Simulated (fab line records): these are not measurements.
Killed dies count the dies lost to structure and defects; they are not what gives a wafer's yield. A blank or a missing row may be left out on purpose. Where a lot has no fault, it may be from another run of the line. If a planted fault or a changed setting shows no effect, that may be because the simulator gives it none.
A lot that was struck, set against a sound lot + flow n5 finfet + 17 out of 1938 route steps
Sound: these wafers, L437.2, L437.3, L437.6. Struck: wafer L438.1 (L438.5, L438.6, from the same lot, were not struck and are left out); the cause is given at the end.
For every step that has rows: the tool of each side, followed by ch and its chambers, followed by its first start. Under that, the readings that differ: sound wafers + struck wafers + difference of the means + sigmas: that difference in standard deviations of wafers without a fault.
alike: a reading whose means differ by less than 2 such deviations, as well as words and numbers matching on both sides. not compared: withheld readings; readings where some wafer has no value; bounds like >300 that might hide an equal value; numbers whose values overlap and for which the record gives no deviation.
A row with sigmas, a row that says differs or no value, or rows on one side alone: a step with any of these is where the two part. Numbers that don't overlap but have no deviation are shown without sigmas and don't part them. Lack of a reading on every wafer of one side parts them only where that side has two or more wafers.

first, 4 steps without rows for these wafers: N5_BEOL_M6_HM_STRIP_39 (strips TiN in peroxide tin strip, target depth 25 nm, time 158 s); N5_BEOL_M6_SRD_40 (time 30 s); N5_BEOL_M6_PRECLEAN_42 (cleans in residue remover, time 60 s); N5_BEOL_M6_SRD_43 (time 30 s).
N5_BEOL_M6_CD_MEAS_35: target cd 40 nm, target cd y 28 nm.
  sound: cd sem-02 at day 14 19:05; struck: cd sem-03 at day 15 01:50
  alike: cd nm
then, 1 step without rows for these wafers: N5_BEOL_M6_CURE_75 (cures SiCOH lowk, time 120 s).
N5_BEOL_M6_DEGAS_44: time 60 s.
  sound: pvd sputter-01 at day 14 21:31; struck: pvd sputter-02 at day 15 02:50
  alike: heater power w
N5_BEOL_M6_PRE_CLEAN_45: time 30 s.
  sound: pvd sputter-01 at day 14 21:33; struck: pvd sputter-02 at day 15 02:53
  alike: heater power w
N5_BEOL_M6_ALD_77: deposits TaN, target thk 2 nm, pulse time 2 s, purge time 3 s.
  sound on ald metal-02 ch 1,2, day 14 21:37; struck on ald metal-02 ch 3, day 15 03:08
  alike: heater power outer w, heater power w, precursor vessel temp c
N5_BEOL_M6_SURFACE_TREAT_79:
  sound: pvd sputter-01 at day 14 21:55; struck: pvd sputter-03 at day 15 03:29
  not compared: throttle valve pct
then, 1 step without rows for these wafers: N5_BEOL_M6_CVD_78 (deposits Co from CCTBA/H2, target thk 2 nm, time 142.3 s).
N5_BEOL_M6_SPUTTER_48: material Cu, target thk 10 nm, time 1.667 s.
  sound: pvd sputter-03 at day 14 22:11; struck: pvd sputter-01 at day 15 04:20
  alike: throttle valve pct
N5_BEOL_M6_ECD_50: material Cu, target thk 300 nm.
  sound on ecd cu-02 ch 0,1, day 14 22:17; struck on ecd cu-02 ch 0, day 15 04:27
| reading                                | sound           | struck | difference | sigmas |
|----------------------------------------|-----------------|--------|------------|--------|
| model.Cu_of_BEOL_M6_ECD_50.thk nm (nm) | 301 302.4 301.6 | 555    | +253       |        |
then, 1 step without rows for these wafers: N5_BEOL_M6_ANNEAL_51 (time 90 s).
N5_BEOL_M6_CMP_52: polishes, stops on SiCOH lowk, t overpolish 6.9 s, target thk 80 nm.
  sound on cmp-04 ch 0,2, day 14 22:46; struck on cmp-04 ch 3, day 15 05:07
| reading                    | sound             | struck | difference | sigmas |
|----------------------------|-------------------|--------|------------|--------|
| slurry filter dp kPa (kPa) | 13.79 13.35 13.52 | 13.18  | -0.37      | -3     |
| time to endpoint s (s)     | 66 62 62          | 110    | +47        | +14    |
  alike: motor current A
N5_BEOL_M6_THK_MEAS_53: measures by xrf.
  sound: film metro-01 at day 14 23:04; struck: film metro-02 at day 15 05:20
  alike: M6_THK
after that, 1 step had no rows for these wafers: N5_PASSIVATION_PROBE_49.

WHERE THEY PART
Only at N5_BEOL_M6_CMP_52, within this record. Later steps at which nothing parts them and some readings are alike: N5_BEOL_M6_THK_MEAS_53.

WHY: what the simulator had put in
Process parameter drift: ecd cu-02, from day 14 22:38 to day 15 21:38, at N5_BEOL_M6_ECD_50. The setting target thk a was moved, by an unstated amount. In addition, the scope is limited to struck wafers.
